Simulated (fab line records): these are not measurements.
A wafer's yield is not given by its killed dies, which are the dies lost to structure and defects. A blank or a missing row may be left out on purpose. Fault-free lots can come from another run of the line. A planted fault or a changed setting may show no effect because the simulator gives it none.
Split-lot trial / flow n5 finfet / 21 wafers read from 7 lots, route of 1938 steps

## SPLIT DETAILS
At N5_PASSIVATION_PASS_ETCH_47 (etches SiNx in CF4/O2, target depth 770 nm, time 385 s), the setting time s was moved away from the recipe's 385 s on 5 of the 21 wafers read, by -21.8% to +9.1%. For the rest of the wafers, this setting stayed at what the recipe calls for.

The reading comes from the split's own step.

## THE READING
etch.depth nm (the simulator's own value, which no gauge read), in nm, at N5_PASSIVATION_PASS_ETCH_47 (etches SiNx in CF4/O2, target depth 770 nm, time 385 s). No usual value for it is given in the file. Across the 16 wafers here that went through the recipe, the average is 767.6 nm and the standard deviation 12 nm.

wafer=L078.2; tool, chamber at the split=rie diel-04, 3; time s as run, s=385; against the recipe=recipe; etch.depth nm, nm=753.1; against lot-mates on the recipe=-
wafer=L078.3; tool, chamber at the split=rie diel-04, 0; time s as run, s=385; against the recipe=recipe; etch.depth nm, nm=786.7; against lot-mates on the recipe=-
wafer=L078.4; tool, chamber at the split=rie diel-04, 3; time s as run, s=300.9; against the recipe=-21.8%; etch.depth nm, nm=586.6; against lot-mates on the recipe=-183.3
wafer=L079.3; tool, chamber at the split=rie diel-05, 3; time s as run, s=385; against the recipe=recipe; etch.depth nm, nm=767.9; against lot-mates on the recipe=-
wafer=L079.4; tool, chamber at the split=rie diel-05, 1; time s as run, s=385; against the recipe=recipe; etch.depth nm, nm=771.8; against lot-mates on the recipe=-
wafer=L079.6; tool, chamber at the split=rie diel-05, 3; time s as run, s=385; against the recipe=recipe; etch.depth nm, nm=766.4; against lot-mates on the recipe=-
wafer=L085.2; tool, chamber at the split=rie diel-01, 1; time s as run, s=385; against the recipe=recipe; etch.depth nm, nm=773.9; against lot-mates on the recipe=-
wafer=L085.3; tool, chamber at the split=rie diel-01, 0; time s as run, s=420.2; against the recipe=+9.1%; etch.depth nm, nm=849.6; against lot-mates on the recipe=+75.7
wafer=L085.6; tool, chamber at the split=rie diel-01, 3; time s as run, s=420.2; against the recipe=+9.1%; etch.depth nm, nm=855.5; against lot-mates on the recipe=+81.6
wafer=L089.1; tool, chamber at the split=rie diel-04, 0; time s as run, s=344.6; against the recipe=-10.5%; etch.depth nm, nm=684.6; against lot-mates on the recipe=-79.2
wafer=L089.3; tool, chamber at the split=rie diel-04, 2; time s as run, s=344.6; against the recipe=-10.5%; etch.depth nm, nm=679.4; against lot-mates on the recipe=-84.4
wafer=L089.5; tool, chamber at the split=rie diel-04, 2; time s as run, s=385; against the recipe=recipe; etch.depth nm, nm=763.8; against lot-mates on the recipe=-
wafer=L090.3; tool, chamber at the split=rie diel-04, 2; time s as run, s=385; against the recipe=recipe; etch.depth nm, nm=771.4; against lot-mates on the recipe=-
wafer=L090.5; tool, chamber at the split=rie diel-04, 0; time s as run, s=385; against the recipe=recipe; etch.depth nm, nm=784.7; against lot-mates on the recipe=-
wafer=L090.6; tool, chamber at the split=rie diel-04, 3; time s as run, s=385; against the recipe=recipe; etch.depth nm, nm=778.4; against lot-mates on the recipe=-
wafer=L088.2; tool, chamber at the split=rie diel-01, 2; time s as run, s=385; against the recipe=recipe; etch.depth nm, nm=776.3; against lot-mates on the recipe=-
wafer=L088.3; tool, chamber at the split=rie diel-01, 1; time s as run, s=385; against the recipe=recipe; etch.depth nm, nm=768.5; against lot-mates on the recipe=-
wafer=L088.5; tool, chamber at the split=rie diel-01, 0; time s as run, s=385; against the recipe=recipe; etch.depth nm, nm=770.6; against lot-mates on the recipe=-
wafer=L093.2; tool, chamber at the split=rie diel-05, 2; time s as run, s=385; against the recipe=recipe; etch.depth nm, nm=747; against lot-mates on the recipe=-
wafer=L093.3; tool, chamber at the split=rie diel-05, 3; time s as run, s=385; against the recipe=recipe; etch.depth nm, nm=750.3; against lot-mates on the recipe=-
wafer=L093.5; tool, chamber at the split=rie diel-05, 1; time s as run, s=385; against the recipe=recipe; etch.depth nm, nm=750.9; against lot-mates on the recipe=-

FIT RESULTS
A straight line over all 21 wafers: etch.depth nm changes by +8.48 nm for each +1% of time s; r = +0.98; the points scatter about the line by 11 nm.
The same after taking each lot's own level away (the mean of its wafers on the recipe; 21 wafers): +8.3 nm for each +1%; r = +0.99; scatter 6.5 nm.
On that fit, the largest move of time s shifts the reading by 1.8e+02 nm.
Measured against the standard deviation above, the lots' own levels, which go from 749.40 to 778.17 nm, span 2.5 times it.
So the lot-to-lot level changes the slope little: the two slopes agree.
Check: for one of the wafers moved furthest among these (-21.8%), held out of the fit, the line's prediction against its lot-mates is -177 nm. It came out at -183 nm against them.

## FURTHER SPLITS ON THESE WAFERS
Note: prior to the reading, these wafers also went through further splits. Each is held against what the fit with the lots' levels taken away leaves over:
other split on the same wafers=N5_MIM_TOP_ETCH_ETCH_00 bias w; wafers away from the commonest value=6; r with etch.depth nm (lot level and that fit taken away)=-0.09
other split on the same wafers=N5_PASSIVATION_EXPOSE_07 dose mj; wafers away from the commonest value=8; r with etch.depth nm (lot level and that fit taken away)=+0.04

## FILE'S OWN FIT
etch.depth nm changes by +8.32 nm for each +1% of time s, r = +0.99.
